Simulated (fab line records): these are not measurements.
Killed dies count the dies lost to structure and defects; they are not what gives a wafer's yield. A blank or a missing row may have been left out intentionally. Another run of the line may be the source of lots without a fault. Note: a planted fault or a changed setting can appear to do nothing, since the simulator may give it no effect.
A struck lot beside a sound one || flow nand-harc || 43 out of 1159 route steps
Sound: the wafers L738.1, L738.5, L738.6. The struck wafers were L750.1, L750.2, L750.3. At the end, the cause is stated.
Each step with rows lists, per side, the tool, then ch with its chambers, then its first start. Under that, the readings that differ: sound wafers || struck wafers || difference of the means || sigmas: that difference in standard deviations of wafers without a fault.
alike: same words and numbers on both sides, and readings whose means sit less than 2 such deviations apart. not compared: any withheld reading, any reading some wafer has no value for, any bound like >300 that may hide the same value, and any number with overlapping values for which the record gives no deviation.
A row with sigmas, a row that says differs or no value, or rows on one side alone: a step with any of these is where the two part. Numbers that have no deviation but don't overlap get no sigmas and don't part them. Lack of a reading on every wafer of one side parts them only where that side has two or more wafers.

NHARC_A_CONTACT_INSPECT_44:
  struck on defect-inspect-01, day 19 09:18; sound on defect-inspect-02, day 16 15:20
  alike: raw-defect-count
then, 3 steps without rows for these wafers: NHARC_A_CONTACT_DESCUM_47 (chemistry O2, time 3 s); NHARC_A_CONTACT_ETCH_48 (etches the open film in CF4, target depth 39 nm, time 65 s); NHARC_A_CONTACT_ETCH_49 (etches the open film in N2/H2, target depth 260 nm, time 475.3 s).
NHARC_A_CONTACT_ETCH_50: etches the open film in CF4/CHF3, target depth 84.7 nm, time 42.4 s.
  sound on rie-diel-13 ch 0,1; struck on rie-diel-13 ch 0,2,3
  alike: drypump-motor-current-A, oes-product-au, rf-vpp-V, showerhead-plenum-p-Torr, throttle-valve-pct
  not compared: rf-hours-counter-h
then, 3 steps without rows for these wafers: NHARC_A_CONTACT_ETCH_51 (etches the open film in O2/COS, target depth 3600 nm, time 936 s); NHARC_A_CONTACT_ETCH_111 (etches the open film in C4F8/O2/Ar, time 140 s, target depth 700 nm); NHARC_A_CONTACT_ETCH_112 (etches the open film in C4F8/O2/Ar, time 94 s, target depth 922 nm).
NHARC_A_CONTACT_ETCH_113: etches the open film in C4F8/O2/Ar, time 94 s, target depth 922 nm.
  sound on har-cap-etch-03 ch 0,1, day 16 16:57; struck on har-cap-etch-01 ch 0,1, day 19 11:02
  not compared: rf-hours-counter-h
then, 2 steps without rows for these wafers: NHARC_A_CONTACT_ETCH_114 (etches the open film in C4F8/O2/Ar, time 94 s, target depth 922 nm); NHARC_A_CONTACT_ETCH_115 (etches the open film in C4F8/O2/Ar, time 94 s, target depth 922 nm).
NHARC_A_CONTACT_ETCH_116: etches the open film in C4F8/O2/Ar, time 94 s, target depth 922 nm.
  sound on har-cap-etch-03 ch 0,1, day 16 17:14; struck on har-cap-etch-01 ch 0,1, day 19 11:19
  not compared: rf-hours-counter-h
NHARC_A_CONTACT_ETCH_117: etches the open film in C4F8/O2/Ar, time 94 s, target depth 922 nm.
  sound on har-cap-etch-03 ch 0,1, day 16 17:19; struck on har-cap-etch-01 ch 0,1, day 19 11:25
  not compared: rf-hours-counter-h
then, 1 step without rows for these wafers: NHARC_A_CONTACT_ETCH_118 (etches the open film in C4F8/O2/Ar, time 94 s, target depth 922 nm).
NHARC_A_CONTACT_ETCH_119: etches the open film in C4F8/O2/Ar, time 94 s, target depth 922 nm.
  sound on har-cap-etch-03 ch 0,1, day 16 17:30; struck on har-cap-etch-01 ch 0,1, day 19 11:35
  not compared: rf-hours-counter-h
then, 2 steps without rows for these wafers: NHARC_A_CONTACT_ETCH_120 (etches the open film in C4F8/O2/Ar, time 94 s, target depth 922 nm); NHARC_A_CONTACT_ETCH_121 (etches the open film in C4F8/O2/Ar, time 94 s, target depth 922 nm).
NHARC_A_CONTACT_ETCH_122: etches the open film in C4F8/O2/Ar, time 95 s, target depth 930 nm.
  sound on har-cap-etch-03 ch 0,1, day 16 17:46; struck on har-cap-etch-01 ch 0,1, day 19 11:52
  not compared: rf-hours-counter-h
then, 3 steps without rows for these wafers: NHARC_A_CONTACT_ETCH_123 (etches the open film in C4F8/O2/Ar, time 253 s, target depth 1090 nm); NHARC_A_CONTACT_ETCH_90 (etches the open film in CH3F/O2, target depth 40 nm, time 85.7 s); NHARC_A_CONTACT_ETCH_96 (etches the open film in C4F6/O2, target depth 20 nm, time 10 s).
NHARC_A_CONTACT_CD_MEAS_53:
  struck on cd-sem-01, day 19 12:49; sound on cd-sem-01, day 16 18:41
  alike: cd-nm
then, 18 steps without rows for these wafers: NHARC_A_CONTACT_STRIP_99 (strips in N2/H2); NHARC_A_CONTACT_STRIP_100 (strips in CF4/CHF3); NHARC_A_CONTACT_STRIP_101 (strips in O2/COS); NHARC_A_CONTACT_ETCH_102 (etches the open film in CF4/O2, target depth 70 nm, overetch 7 nm, time 38.5 s); NHARC_A_CONTACT_STRIP_55 (strips in O2); NHARC_A_CONTACT_STRIP_56 (strips in post etch residue remover, time 600 s); NHARC_A_CONTACT_DEP_57 (deposits aC, target thk 2800 nm); NHARC_A_CONTACT_DEP_58 (deposits SiON, target thk 60 nm); NHARC_A_CONTACT_DEHYDRATE_59 (time 120 s); NHARC_A_CONTACT_HMDS_60 (time 30 s); NHARC_A_CONTACT_COAT_61 (time 75 s); NHARC_A_CONTACT_COAT_62 (time 65 s); NHARC_A_CONTACT_COAT_63 (resist thk 90 nm); NHARC_A_CONTACT_SOFTBAKE_64 (time 55 s); NHARC_A_CONTACT_EBR_65; NHARC_A_CONTACT_EXPOSE_66 (exposes mask A CC 2); NHARC_A_CONTACT_PEB_67 (peb time 65 s); NHARC_A_CONTACT_DEVELOP_68 (develop time 35 s).
NHARC_A_CONTACT_CD_MEAS_69: target cd 200 nm.
  sound on cd-sem-03 ch 0, day 16 22:37; struck on cd-sem-03 ch 0, day 19 16:23
  alike: cd-nm
NHARC_A_CONTACT_OVL_MEAS_70:
  struck on overlay-02, day 19 16:29; sound on overlay-02, day 16 22:42
  alike: overlay-x-nm, overlay-y-nm
-- jump in the record: it breaks off in module A_CONTACT and resumes in module END (first step shown: number 1159 of the route), and 3 days separate the struck wafers' starts before and after --
NHARC_END_SORT_01:
  the record has rows for the struck wafers here (prober-01 ch 0, day 22 07:55) and none for the sound ones

== WHERE THEY PART ==
Only at NHARC_END_SORT_01, as far as this record shows.

WHY: what had been put in by the simulator
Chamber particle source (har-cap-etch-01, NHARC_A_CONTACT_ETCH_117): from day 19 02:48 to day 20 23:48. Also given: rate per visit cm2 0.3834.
